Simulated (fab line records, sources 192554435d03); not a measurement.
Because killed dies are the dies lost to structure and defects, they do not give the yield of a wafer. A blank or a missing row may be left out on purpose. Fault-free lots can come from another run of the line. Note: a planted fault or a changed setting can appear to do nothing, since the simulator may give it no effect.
Matching of chambers ; flow n5Finfet ; N5_MOL_CONTACT_COAG_CMP_23 on cmp-02: 4 sister chambers
The step polishes, stops on SiO2, t overpolish 1.5 s, target thk 0 nm. 14 wafers are shown with their chamber, then 6 later ones without.

## WAFERS WITH THEIR CHAMBER
wafer;chamber;motorCurrentA (A);overpolishRunS (s);timeToEndpointS (s)
L076.2;2;6.9;1.496;8.1
L076.3;1;9.0;1.492;6.7
L076.4;3;8.2;1.493;9.5
L082.3;1;8.9;1.499;5.2
L082.4;2;6.7;1.495;4.5
L083.2;1;8.5;1.509;4.7
L084.2;1;8.6;1.502;5.6
L084.3;3;8.3;1.498;8.1
L085.2;0;7.6;1.507;8.5
L086.1;0;7.5;1.511;11.2
L086.3;2;6.5;1.491;10.9
L087.1;2;6.7;1.494;9.5
L092.1;0;7.3;1.502;7.4
L092.2;1;8.7;1.491;5.6

SIGNATURES (means of the wafers above)
reading;chamber 0;chamber 1;chamber 2;chamber 3;scatter within a chamber
motorCurrentA;7.467;8.740;6.700;8.250;0.174
overpolishRunS;1.50667;1.49860;1.49400;1.49550;0.00537
timeToEndpointS;9.033;5.560;8.250;8.800;1.83
Rule: distance of a wafer from a chamber = root of the sum over the readings of ((wafer's reading minus chamber's mean) / reading's scatter) squared. The wafer belongs to the nearest chamber; if the next one is less than 2 further off, it can't be placed. How the scatter is found: for the shown wafers, subtract from each reading the mean of its chamber, square and add these, divide the total by (wafers less chambers), then take the root.

## WAFERS WITH NO CHAMBER GIVEN
wafer;motorCurrentA (A);overpolishRunS (s);timeToEndpointS (s)
L092.3;6.6;1.488;5.2
L095.2;8.9;1.510;6.7
L095.3;7.4;1.497;9.7
L095.4;8.2;1.478;10.1
L096.2;7.4;1.497;11.1
L096.4;6.5;1.505;9.9

## CHAMBER TAKEN BY EACH
wafer;from the rows above;in truth
L092.3;2;2
L095.2;1;1
L095.3;0;0
L095.4;3;3
L096.2;0;0
L096.4;2;2
Correct placement for 6 of the 6. From these rows, 0 cannot be placed. Number placed wrongly: 0.
